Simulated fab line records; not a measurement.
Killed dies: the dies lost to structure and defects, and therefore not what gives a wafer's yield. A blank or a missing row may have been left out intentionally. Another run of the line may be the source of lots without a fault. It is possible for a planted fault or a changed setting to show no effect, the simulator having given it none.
Split-lot experiment :: flow n5 finfet :: route with 1938 steps; 7 lots, 39 wafers read

THE SPLIT
At N5_MOL_CONTACT_COAG_ALD_133 (deposits SiO2, target thk 5 nm, pulse time 1 s, co reactant pulse time 1 s), the setting ald cycles was moved away from the recipe's 35 on 18 of the 39 wafers read, by -48.6% to +54.3%. The other wafers ran this setting at the recipe's value.

The reading is taken at the split's own step.

THE READING
SiO2_of_MOL_CONTACT_COAG_ALD_133.thk nm (the simulator's own value, which no gauge read), in nm, at N5_MOL_CONTACT_COAG_ALD_133 (deposits SiO2, target thk 5 nm, pulse time 1 s, co reactant pulse time 1 s). No usual value for it is given in the file.

wafer: L075.1
tool, chamber at the split: ald sin-01, 3,1,3
ald cycles as run: 18
against the recipe: -48.6%
SiO2_of_MOL_CONTACT_COAG_ALD_133.thk nm, nm: 2.6
against lot-mates on the recipe: -2.4

wafer: L075.2
tool, chamber at the split: ald sin-01, 3,1,3
ald cycles as run: 18
against the recipe: -48.6%
SiO2_of_MOL_CONTACT_COAG_ALD_133.thk nm, nm: 2.6
against lot-mates on the recipe: -2.4

wafer: L075.3
tool, chamber at the split: ald sin-01, 3,1,3
ald cycles as run: 18
against the recipe: -48.6%
SiO2_of_MOL_CONTACT_COAG_ALD_133.thk nm, nm: 2.6
against lot-mates on the recipe: -2.4

wafer: L075.4
tool, chamber at the split: ald sin-01, 1,1,3
ald cycles as run: 35
against the recipe: recipe
SiO2_of_MOL_CONTACT_COAG_ALD_133.thk nm, nm: 5
against lot-mates on the recipe: -

wafer: L075.5
tool, chamber at the split: ald sin-01, 1,1,3
ald cycles as run: 35
against the recipe: recipe
SiO2_of_MOL_CONTACT_COAG_ALD_133.thk nm, nm: 5
against lot-mates on the recipe: -

wafer: L075.6
tool, chamber at the split: ald sin-01, 1,1,3
ald cycles as run: 35
against the recipe: recipe
SiO2_of_MOL_CONTACT_COAG_ALD_133.thk nm, nm: 5
against lot-mates on the recipe: -

wafer: L080.1
tool, chamber at the split: ald sin-01, 3,1,2
ald cycles as run: 29
against the recipe: -17.1%
SiO2_of_MOL_CONTACT_COAG_ALD_133.thk nm, nm: 4.2
against lot-mates on the recipe: -0.8

wafer: L080.4
tool, chamber at the split: ald sin-01, 3,1,2
ald cycles as run: 29
against the recipe: -17.1%
SiO2_of_MOL_CONTACT_COAG_ALD_133.thk nm, nm: 4.2
against lot-mates on the recipe: -0.8

wafer: L080.5
tool, chamber at the split: ald sin-01, 3,1,2
ald cycles as run: 29
against the recipe: -17.1%
SiO2_of_MOL_CONTACT_COAG_ALD_133.thk nm, nm: 4.2
against lot-mates on the recipe: -0.8

wafer: L080.2
tool, chamber at the split: ald sin-01, 1,2,3
ald cycles as run: 35
against the recipe: recipe
SiO2_of_MOL_CONTACT_COAG_ALD_133.thk nm, nm: 5
against lot-mates on the recipe: -

wafer: L080.3
tool, chamber at the split: ald sin-01, 1,2,3
ald cycles as run: 35
against the recipe: recipe
SiO2_of_MOL_CONTACT_COAG_ALD_133.thk nm, nm: 5
against lot-mates on the recipe: -

wafer: L080.6
tool, chamber at the split: ald sin-01, 1,2,3
ald cycles as run: 35
against the recipe: recipe
SiO2_of_MOL_CONTACT_COAG_ALD_133.thk nm, nm: 5
against lot-mates on the recipe: -

wafer: L081.1
tool, chamber at the split: ald sin-04, 1,3,1
ald cycles as run: 42
against the recipe: +20.0%
SiO2_of_MOL_CONTACT_COAG_ALD_133.thk nm, nm: 6
against lot-mates on the recipe: +1.0

wafer: L081.2
tool, chamber at the split: ald sin-04, 1,3,1
ald cycles as run: 42
against the recipe: +20.0%
SiO2_of_MOL_CONTACT_COAG_ALD_133.thk nm, nm: 6
against lot-mates on the recipe: +1.0

wafer: L081.6
tool, chamber at the split: ald sin-04, 1,3,1
ald cycles as run: 42
against the recipe: +20.0%
SiO2_of_MOL_CONTACT_COAG_ALD_133.thk nm, nm: 6
against lot-mates on the recipe: +1.0

wafer: L081.3
tool, chamber at the split: ald sin-04, 0,0,3
ald cycles as run: 35
against the recipe: recipe
SiO2_of_MOL_CONTACT_COAG_ALD_133.thk nm, nm: 5
against lot-mates on the recipe: -

wafer: L081.4
tool, chamber at the split: ald sin-04, 0,0,3
ald cycles as run: 35
against the recipe: recipe
SiO2_of_MOL_CONTACT_COAG_ALD_133.thk nm, nm: 5
against lot-mates on the recipe: -

wafer: L081.5
tool, chamber at the split: ald sin-04, 0,0,3
ald cycles as run: 35
against the recipe: recipe
SiO2_of_MOL_CONTACT_COAG_ALD_133.thk nm, nm: 5
against lot-mates on the recipe: -

wafer: L085.1
tool, chamber at the split: ald sin-04, 1,0,2
ald cycles as run: 35
against the recipe: recipe
SiO2_of_MOL_CONTACT_COAG_ALD_133.thk nm, nm: 5
against lot-mates on the recipe: -

wafer: L085.2
tool, chamber at the split: ald sin-04, 1,0,2
ald cycles as run: 35
against the recipe: recipe
SiO2_of_MOL_CONTACT_COAG_ALD_133.thk nm, nm: 5
against lot-mates on the recipe: -

wafer: L085.3
tool, chamber at the split: ald sin-04, 1,0,2
ald cycles as run: 35
against the recipe: recipe
SiO2_of_MOL_CONTACT_COAG_ALD_133.thk nm, nm: 5
against lot-mates on the recipe: -

wafer: L086.1
tool, chamber at the split: ald sin-01, 0,0,3
ald cycles as run: 35
against the recipe: recipe
SiO2_of_MOL_CONTACT_COAG_ALD_133.thk nm, nm: 5
against lot-mates on the recipe: -

wafer: L086.5
tool, chamber at the split: ald sin-01, 0,0,3
ald cycles as run: 35
against the recipe: recipe
SiO2_of_MOL_CONTACT_COAG_ALD_133.thk nm, nm: 5
against lot-mates on the recipe: -

wafer: L086.6
tool, chamber at the split: ald sin-01, 0,0,3
ald cycles as run: 35
against the recipe: recipe
SiO2_of_MOL_CONTACT_COAG_ALD_133.thk nm, nm: 5
against lot-mates on the recipe: -

wafer: L086.2
tool, chamber at the split: ald sin-01, 2,1,3
ald cycles as run: 22
against the recipe: -37.1%
SiO2_of_MOL_CONTACT_COAG_ALD_133.thk nm, nm: 3.2
against lot-mates on the recipe: -1.8

wafer: L086.3
tool, chamber at the split: ald sin-01, 2,1,3
ald cycles as run: 22
against the recipe: -37.1%
SiO2_of_MOL_CONTACT_COAG_ALD_133.thk nm, nm: 3.2
against lot-mates on the recipe: -1.8

wafer: L086.4
tool, chamber at the split: ald sin-01, 2,1,3
ald cycles as run: 22
against the recipe: -37.1%
SiO2_of_MOL_CONTACT_COAG_ALD_133.thk nm, nm: 3.2
against lot-mates on the recipe: -1.8

wafer: L096.1
tool, chamber at the split: ald sin-04, 3,2,1
ald cycles as run: 35
against the recipe: recipe
SiO2_of_MOL_CONTACT_COAG_ALD_133.thk nm, nm: 5
against lot-mates on the recipe: -

wafer: L096.2
tool, chamber at the split: ald sin-04, 3,2,1
ald cycles as run: 35
against the recipe: recipe
SiO2_of_MOL_CONTACT_COAG_ALD_133.thk nm, nm: 5
against lot-mates on the recipe: -

wafer: L096.6
tool, chamber at the split: ald sin-04, 3,2,1
ald cycles as run: 35
against the recipe: recipe
SiO2_of_MOL_CONTACT_COAG_ALD_133.thk nm, nm: 5
against lot-mates on the recipe: -

wafer: L096.3
tool, chamber at the split: ald sin-04, 1,0,0
ald cycles as run: 54
against the recipe: +54.3%
SiO2_of_MOL_CONTACT_COAG_ALD_133.thk nm, nm: 7.8
against lot-mates on the recipe: +2.8

wafer: L096.4
tool, chamber at the split: ald sin-04, 1,0,0
ald cycles as run: 54
against the recipe: +54.3%
SiO2_of_MOL_CONTACT_COAG_ALD_133.thk nm, nm: 7.8
against lot-mates on the recipe: +2.8

wafer: L096.5
tool, chamber at the split: ald sin-04, 1,0,0
ald cycles as run: 54
against the recipe: +54.3%
SiO2_of_MOL_CONTACT_COAG_ALD_133.thk nm, nm: 7.8
against lot-mates on the recipe: +2.8

wafer: L097.1
tool, chamber at the split: ald sin-01, 1,2,2
ald cycles as run: 46
against the recipe: +31.4%
SiO2_of_MOL_CONTACT_COAG_ALD_133.thk nm, nm: 6.6
against lot-mates on the recipe: +1.6

wafer: L097.3
tool, chamber at the split: ald sin-01, 1,2,2
ald cycles as run: 46
against the recipe: +31.4%
SiO2_of_MOL_CONTACT_COAG_ALD_133.thk nm, nm: 6.6
against lot-mates on the recipe: +1.6

wafer: L097.6
tool, chamber at the split: ald sin-01, 1,2,2
ald cycles as run: 46
against the recipe: +31.4%
SiO2_of_MOL_CONTACT_COAG_ALD_133.thk nm, nm: 6.6
against lot-mates on the recipe: +1.6

wafer: L097.2
tool, chamber at the split: ald sin-01, 0,3,3
ald cycles as run: 35
against the recipe: recipe
SiO2_of_MOL_CONTACT_COAG_ALD_133.thk nm, nm: 5
against lot-mates on the recipe: -

wafer: L097.4
tool, chamber at the split: ald sin-01, 0,3,3
ald cycles as run: 35
against the recipe: recipe
SiO2_of_MOL_CONTACT_COAG_ALD_133.thk nm, nm: 5
against lot-mates on the recipe: -

wafer: L097.5
tool, chamber at the split: ald sin-01, 0,3,3
ald cycles as run: 35
against the recipe: recipe
SiO2_of_MOL_CONTACT_COAG_ALD_133.thk nm, nm: 5
against lot-mates on the recipe: -
Rows listing several chambers each stand for several wafers; the file does not say which wafer went through which chamber.

THE FIT
A straight line over all 39 wafers: SiO2_of_MOL_CONTACT_COAG_ALD_133.thk nm changes by +0.0501 nm for each +1% of ald cycles; r = +1.00; the points scatter about the line by 0.029 nm.
The same after taking each lot's own level away (the mean of its wafers on the recipe; 39 wafers): +0.0501 nm for each +1%; r = +1.00; scatter 0.029 nm.
Per that fit: largest ald cycles move, reading shift of 2.7 nm.
The lots' own levels span 5.00 to 5.00 nm.
The two slopes are in agreement: the lot-to-lot level therefore moves the slope only a little.
Check: with one of the wafers moved furthest among these (+54.3%) left out of the fit, the line predicts +2.73 nm for it against its lot-mates. It came out at +2.8 nm against them.

OTHER SPLITS APPLIED TO THESE WAFERS
These wafers also went through other splits before the reading. Each is held against what the fit with the lots' levels taken away leaves over:
other split on the same wafers: N5_FIN_SAQP_PECVD_06 time s
wafers away from the commonest value: 15
r with SiO2_of_MOL_CONTACT_COAG_ALD_133.thk nm (lot level and that fit taken away): -0.12

other split on the same wafers: N5_FIN_CUT_CUT_ETCH_15 target depth a
wafers away from the commonest value: 12
r with SiO2_of_MOL_CONTACT_COAG_ALD_133.thk nm (lot level and that fit taken away): -0.06

other split on the same wafers: N5_SD_EPI_N_ETCH_45 target depth a
wafers away from the commonest value: 18
r with SiO2_of_MOL_CONTACT_COAG_ALD_133.thk nm (lot level and that fit taken away): -0.01

THE FILE'S OWN FIT
SiO2_of_MOL_CONTACT_COAG_ALD_133.thk nm changes by +0.0501 nm for each +1% of ald cycles, r = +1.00.
